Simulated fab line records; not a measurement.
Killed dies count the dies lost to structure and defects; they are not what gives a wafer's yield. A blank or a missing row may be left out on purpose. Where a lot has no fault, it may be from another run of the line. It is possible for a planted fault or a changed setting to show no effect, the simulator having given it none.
Which tool did it?    flow nand_harc    13 lots, 39 wafers sampled, at 5 steps of a route of 1302

WHAT EACH GAUGE READ, for each wafer
NHARC_THIN_TSV_THK_MEAS_02: measures by ir. Usual: thk_nm at 3018 nm, with a standard deviation of 240.
lot   measured      on             thk_nm (nm)     flag
L963  day 23 17:17  film_metro-01  2905 2835 2870  
L962  day 23 18:28  film_metro-02  3262 3072 3207  
L967  day 25 20:09  film_metro-01  3063 3009 2926  
L968  day 27 00:16  film_metro-02  2941 3104 3174  
L969  day 26 19:25  film_metro-01  3016 3198 2840  
L970  day 26 20:37  film_metro-01  2847 3254 3436  
L973  day 28 19:50  film_metro-02  2755 2490 2784  
L974  day 29 13:25  film_metro-01  2889 3227 2809  
L975  day 29 12:13  film_metro-01  3363 3197 3459  
L981  day 32 01:50  film_metro-01  3202 3021 2809  
L982  day 32 10:32  film_metro-02  2684 3209 3050  
L984  day 33 03:52  film_metro-01  2981 3083 2818  
L985  day 33 14:20  film_metro-02  2892 2845 2556  

NHARC_END_SORT_01. Usual: defect_limited_yield 91.0 %, standard deviation 2.8; killed_at_array 56, standard deviation 18; killed_at_other 1.4, standard deviation 1.5; killed_at_periphery 4, standard deviation 3.1; killed_dies 61, standard deviation 19; killed_open 3.5, standard deviation 1.8; killed_short 2.4, standard deviation 1.4.
lot   measured      on         defect_limited_yield (%)  killed_at_array  killed_at_other  killed_at_periphery  killed_dies  killed_open  killed_short  flag
L968  day 27 20:19  prober-02  91.0 91.4 90.8            52 55 52         3 0 1            6 3 9                61 58 62     4 3 4        4 3 1         
L973  day 29 12:19  prober-02  91.0 91.9 92.3            50 45 46         4 5 0            7 5 6                61 55 52     7 2 3        2 3 0         
L982  day 33 03:10  prober-01  84.6 76.2 88.2            99 89 78         4 2 0            1 70 2               104 161 80   1 3 0        1 5 4         OFF
L984  day 33 22:32  prober-01  79.0 84.8 86.7            61 97 83         2 4 2            79 2 5               142 103 90   3 5 2        2 3 2         OFF
L985  day 34 07:28  prober-02  82.6 95.9 95.6            38 26 29         0 0 0            80 2 1               118 28 30    3 2 0        6 1 4         OFF

WHICH TOOL RAN EACH LOT (tool, then ch and the chambers of the sampled wafers, then the start)
lot   NHARC_P_M2_ETCH_15                  NHARC_THIN_TSV_STRIP_62               NHARC_THIN_TSV_CMP_21
L963  rie_diel-02 ch 1,2,3, day 6 14:37   plasma_asher-01 ch 0,1, day 23 21:04  cmp-03 ch 0,1,2, day 23 22:46
L962  rie_diel-02 ch 0,1,2, day 6 15:11   plasma_asher-02 ch 0,1, day 23 22:26  cmp-02 ch 0,3, day 24 00:07
L967  rie_diel-02 ch 1,2, day 8 07:35     plasma_asher-02 ch 0,1, day 25 23:50  cmp-03 ch 0,1,2, day 26 01:37
L968  rie_diel-04 ch 0,1,2, day 9 04:04   plasma_asher-01 ch 0,1, day 27 04:06  cmp-02 ch 2,3, day 27 05:46
L969  rie_diel-02 ch 1,2,3, day 9 07:54   plasma_asher-01 ch 0,1, day 26 23:12  cmp-03 ch 0,1,2, day 27 00:58
L970  rie_diel-04 ch 0,2,3, day 9 16:36   plasma_asher-01 ch 0,1, day 27 00:33  cmp-04 ch 0,1,3, day 27 02:16
L973  rie_diel-04 ch 0,1,2, day 10 20:50  plasma_asher-01 ch 0,1, day 28 23:40  cmp-02 ch 0,1,2, day 29 01:41
L974  rie_diel-04 ch 0,1,3, day 11 13:56  plasma_asher-02 ch 0,1, day 29 17:22  cmp-03 ch 1,2, day 29 19:04
L975  rie_diel-02 ch 1,3, day 12 02:09    plasma_asher-01 ch 0,1, day 29 15:54  cmp-04 ch 0,2, day 29 17:35
L981  rie_diel-02 ch 2,3, day 14 13:08    plasma_asher-02 ch 0,1, day 32 05:28  cmp-02 ch 0,3, day 32 07:08
L982  rie_diel-02 ch 0,2,3, day 14 18:19  plasma_asher-02 ch 0,1, day 32 14:04  cmp-04 ch 0,1,2, day 32 15:44
L984  rie_diel-02 ch 0,1,2, day 15 21:02  plasma_asher-02 ch 0,1, day 33 07:33  cmp-02 ch 1,2,3, day 33 09:23
L985  rie_diel-02 ch 0,1,2, day 15 21:58  plasma_asher-01 ch 0, day 33 18:11    cmp-04 ch 0,2,3, day 33 19:55
- NHARC_P_M2_ETCH_15: etches the open film in C4F8/Ar, target depth 182.5 nm, time 91.2 s.
- NHARC_THIN_TSV_STRIP_62: strips in N2/H2, time 20 s.
- NHARC_THIN_TSV_CMP_21: polishes, t overpolish 30 s, target thk 2000 nm.

WHAT THE TOOLS THEMSELVES READ (means of the sampled wafers that have a number; where no wafer has one, the mark that the record gives instead)
NHARC_P_M2_ETCH_15. Usual: oes_product_au 0.947 a.u., standard deviation 0.024; rf_vpp_V 441.6 V, standard deviation 2.4.
lot   tool         oes_product_au (a.u.)  rf_vpp_V (V)  flag
L963  rie_diel-02  0.970                  441.3         
L962  rie_diel-02  0.961                  440.9         
L967  rie_diel-02  0.964                  439.1         
L968  rie_diel-04  0.950                  442.4         
L969  rie_diel-02  0.954                  440.8         
L970  rie_diel-04  0.924                  439.8         
L973  rie_diel-04  0.922                  441.8         
L974  rie_diel-04  0.922                  442.3         
L975  rie_diel-02  0.977                  441.8         
L981  rie_diel-02  0.944                  440.3         
L982  rie_diel-02  0.966                  441.8         
L984  rie_diel-02  0.966                  440.6         
L985  rie_diel-02  0.933                  440.7         

NHARC_THIN_TSV_STRIP_62. Usual: drypump_motor_current_A 5.4 A, standard deviation 0.44; heater_power_w 317 W, standard deviation 17.
lot   tool             drypump_motor_current_A (A)  heater_power_w (W)  flag
L963  plasma_asher-01  5.3                          313                 
L962  plasma_asher-02  5.2                          317                 
L967  plasma_asher-02  5.3                          317                 
L968  plasma_asher-01  5.3                          319                 
L969  plasma_asher-01  5.3                          313                 
L970  plasma_asher-01  5.3                          299                 
L973  plasma_asher-01  5.4                          302                 
L974  plasma_asher-02  5.6                          331                 
L975  plasma_asher-01  5.3                          300                 
L981  plasma_asher-02  5.6                          326                 
L982  plasma_asher-02  5.3                          321                 
L984  plasma_asher-02  5.6                          325                 
L985  plasma_asher-01  5.3                          299                 

NHARC_THIN_TSV_CMP_21. Usual: motor_current_A 12.5 A, standard deviation 1.4; overpolish_run_s 30.000 s, standard deviation 0.0088.
lot   tool    motor_current_A (A)  overpolish_run_s (s)  flag
L963  cmp-03  13.0                 29.990                
L962  cmp-02  11.3                 29.992                
L967  cmp-03  12.4                 30.003                
L968  cmp-02  12.2                 29.996                
L969  cmp-03  13.1                 30.006                
L970  cmp-04  11.6                 30.001                
L973  cmp-02  13.7                 29.998                
L974  cmp-03  12.3                 30.001                
L975  cmp-04  13.1                 30.004                
L981  cmp-02  12.7                 29.994                
L982  cmp-04  12.8                 30.006                
L984  cmp-02  12.5                 29.995                
L985  cmp-04  11.7                 30.001                

THE ANSWER, worked out from the rows above alone
Rule: a lot is off if the mean of its wafers that have a number lies more than 3 standard deviations from the usual mean. A lot without any number at a reading at which 4 lots or more have one is off too. The other lots that the step has rows for count as sound. First the gauges in route order, then the tools' own readings, where a lot's mean is used as printed above. The first step at which some lot is off is used, and at that step the reading that is off furthest; a lot without a number counts as furthest.
Off: L982, L984, L985 (NHARC_END_SORT_01, killed_at_periphery). Neither off nor sound, because the step has no rows for them: L963, L962, L967, L969, L970, L974, L975, L981.
If a tool, at a process step before that reading, ran all the lots that are off and no sound lot after the first of them, it fits. The gauges at NHARC_END_SORT_01 are tried like those tools. One candidate fits, namely rie_diel-02 at NHARC_P_M2_ETCH_15. It ran no sound lot before its first lot that is off in this sample, so the start can't be narrowed down.

WHAT THE SIMULATOR HAD PUT IN
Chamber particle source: rie_diel-02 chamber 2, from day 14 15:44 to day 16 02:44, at NHARC_P_M2_ETCH_15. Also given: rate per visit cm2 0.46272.
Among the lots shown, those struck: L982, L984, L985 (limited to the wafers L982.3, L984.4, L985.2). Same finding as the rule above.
